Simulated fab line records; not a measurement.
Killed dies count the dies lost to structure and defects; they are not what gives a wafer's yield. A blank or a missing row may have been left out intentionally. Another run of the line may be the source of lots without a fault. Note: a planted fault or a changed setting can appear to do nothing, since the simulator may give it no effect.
A lot that was struck, set against a sound lot | flow nand_harc | 14 steps out of a route of 1302
Sound: these wafers, L565.2, L565.4, L565.5. The struck wafers were L570.2, L570.3, L570.4. The cause comes at the end.
For every step that has rows: the tool of each side, followed by ch and its chambers, followed by its first start. Under that, the readings that differ: sound wafers | struck wafers | difference of the means | sigmas: that difference in standard deviations of wafers without a fault.
alike: readings with means less than 2 such deviations apart, plus words and numbers identical on both sides. not compared: withheld readings, readings lacking a value on some wafer, bounds such as >300 that could conceal the same value, and numbers that have no deviation in the record and whose values overlap.
A row with sigmas, a row that says differs or no value, or rows on one side alone: a step with any of these is where the two part. Numbers that don't overlap but have no deviation are shown without sigmas and don't part them. Lack of a reading on every wafer of one side parts them only where that side has two or more wafers.

NHARC_P_CONTACT_PVD_32: deposits Ti, target thk 5 nm, time 17.7 s.
  sound on pvd_sputter-01; struck on pvd_sputter-03
  alike: cathode_dc_power_W, throttle_valve_pct
NHARC_P_CONTACT_ALD_22: deposits TiN, target thk 3 nm, pulse time 1 s, ald cycles 150.
  sound on ald_metal-04 ch 0,1, day 8 11:28; struck on ald_metal-04 ch 1,2, day 10 17:05
  alike: heater_power_w, precursor_pulse_height_rel
NHARC_P_CONTACT_CVD_23: deposits W, target thk 200 nm, time 557 s.
  sound on cvd_w-02 ch 0,1; struck on cvd_w-01 ch 0,1
  reading            | sound       | struck      | difference | sigmas
  heater_power_w (W) | 455 456 491 | 526 522 532 | +59        | +2
  alike: throttle_valve_pct
NHARC_P_CONTACT_CMP_24: polishes, t overpolish 30 s, target thk 200 nm.
  sound on cmp-01 ch 0,1,2, day 8 12:21; struck on cmp-04 ch 0,1,2, day 10 17:58
  alike: motor_current_A, overpolish_run_s, time_to_endpoint_s
then, 1 step without rows for these wafers: NHARC_P_CONTACT_SRD_26.
NHARC_P_CONTACT_INSPECT_27:
  sound on defect_inspect-02, day 8 12:44; struck on defect_inspect-02, day 10 18:22
  alike: raw_defect_count
then, 5 steps without rows for these wafers: NHARC_P_M0_DEP_00 (deposits SiOC, target thk 150 nm); NHARC_P_M0_DEHYDRATE_01 (time 120 s); NHARC_P_M0_HMDS_02 (time 30 s); NHARC_P_M0_COAT_33 (time 65 s); NHARC_P_M0_COAT_03 (resist thk 90 nm).
NHARC_P_M0_SOFTBAKE_04: time 55 s.
  sound on litho_track-04 ch 0, day 8 13:00; struck on litho_track-01 ch 0, day 10 18:00
  reading                  | sound                | struck               | difference | sigmas
  heater_power_total_W (W) | 188.56 188.46 188.27 | 184.39 184.44 184.31 | -4.05      | -29
  alike: exhaust_pa
then, 1 step without rows for these wafers: NHARC_P_M0_EBR_05.
-- the record jumps here: 18 days lie between the struck wafers' starts before and after (it left off in module P_M0 and takes up again in module END, whose first step shown is number 1302 of the route) --
NHARC_END_SORT_01:
  sound on prober-01 ch 0, day 27 07:58; struck on prober-01 ch 0, day 29 00:01
  alike: defect_limited_yield, killed_at_array, killed_at_other, killed_at_periphery, killed_dies, killed_open, killed_short, sort_bin_2_pct, sort_bin_3_pct, sort_bin_4_pct, sort_n_pass, sort_rim_yield_pct, sort_yield_pct

## WHERE THEY PART
First at NHARC_P_CONTACT_CVD_23; last, within this record, at NHARC_P_M0_SOFTBAKE_04. Later steps at which nothing parts them and some readings are alike: NHARC_END_SORT_01.

WHY: what the simulator had put in
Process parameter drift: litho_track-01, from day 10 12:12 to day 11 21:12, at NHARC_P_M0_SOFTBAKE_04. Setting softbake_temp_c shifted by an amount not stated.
